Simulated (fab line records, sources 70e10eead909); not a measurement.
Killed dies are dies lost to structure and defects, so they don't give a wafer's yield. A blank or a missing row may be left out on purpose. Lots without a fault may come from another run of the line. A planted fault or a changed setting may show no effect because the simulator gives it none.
Chamber matching | flow nand_harc | NHARC_A_BONDPAD_DESCUM_11 on rie_diel-10: 4 sister chambers
The step chemistry O2, time 3 s. 18 wafers are shown with their chamber, then 9 later ones without.

WAFERS WITH THEIR CHAMBER
wafer  | chamber | drypump_motor_current_A (A) | oes_product_au (a.u.) | rf_vpp_V (V)
L819.4 | 3       | 5.6                         | 0.996                 | 58.0
L819.5 | 3       | 5.6                         | 0.993                 | 58.6
L819.6 | 2       | 5.2                         | 1.003                 | 57.5
L821.1 | 2       | 5.3                         | 1.003                 | 58.1
L821.3 | 3       | 5.6                         | 0.999                 | 57.0
L821.4 | 1       | 5.0                         | 1.019                 | 58.7
L820.4 | 3       | 5.6                         | 0.995                 | 58.2
L820.5 | 3       | 5.6                         | 0.991                 | 57.0
L820.6 | 2       | 5.3                         | 1.003                 | 59.1
L825.3 | 1       | 5.0                         | 1.006                 | 57.7
L825.5 | 3       | 5.6                         | 0.992                 | 57.7
L825.6 | 2       | 5.2                         | 1.010                 | 58.6
L826.2 | 1       | 5.0                         | 1.010                 | 57.9
L826.4 | 3       | 5.6                         | 0.993                 | 57.0
L826.6 | 2       | 5.2                         | 1.004                 | 58.4
L829.1 | 0       | 5.3                         | 1.009                 | 57.6
L829.2 | 2       | 5.2                         | 1.003                 | 58.7
L829.3 | 1       | 5.0                         | 1.003                 | 56.1

SIGNATURES (means of the wafers above)
reading                 | chamber 0 | chamber 1 | chamber 2 | chamber 3 | scatter within a chamber
drypump_motor_current_A | 5.300     | 5.000     | 5.233     | 5.600     | 0.0309
oes_product_au          | 1.00900   | 1.00950   | 1.00433   | 0.99414   | 0.00405
rf_vpp_V                | 57.600    | 57.600    | 58.400    | 57.643    | 0.741
Rule: a wafer's distance from a chamber is the root of the sum, over the readings, of the square of ((its reading less the chamber's mean) divided by the reading's scatter). The wafer belongs to the nearest chamber; if the next one is less than 2 further off, it can't be placed. The scatter: the root of (the sum of the squares of (reading less its chamber's mean) over the shown wafers, divided by (wafers less chambers)).

WAFERS WITHOUT THEIR CHAMBER
wafer  | drypump_motor_current_A (A) | oes_product_au (a.u.) | rf_vpp_V (V)
L832.1 | 5.3                         | 0.999                 | 59.1
L832.5 | 5.6                         | 1.003                 | 58.5
L832.6 | 5.2                         | 1.012                 | 57.7
L841.2 | 5.5                         | 0.999                 | 58.8
L841.4 | 5.0                         | 1.015                 | 57.6
L841.6 | 5.2                         | 1.012                 | 58.8
L842.2 | 5.0                         | 1.006                 | 56.8
L842.4 | 5.6                         | 0.996                 | 57.6
L842.5 | 5.6                         | 1.005                 | 56.5

WHICH CHAMBER EACH WENT THROUGH
wafer  | from the rows above     | in truth
L832.1 | can't be placed: 2 or 0 | 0
L832.5 | 3                       | 3
L832.6 | can't be placed: 2 or 0 | 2
L841.2 | 3                       | 3
L841.4 | 1                       | 1
L841.6 | can't be placed: 2 or 0 | 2
L842.2 | 1                       | 1
L842.4 | 3                       | 3
L842.5 | 3                       | 3
Placed correctly: 6 of 9. Can't be placed from these rows: 3 (the true chamber is among the candidates in 3). Placed wrongly: 0.
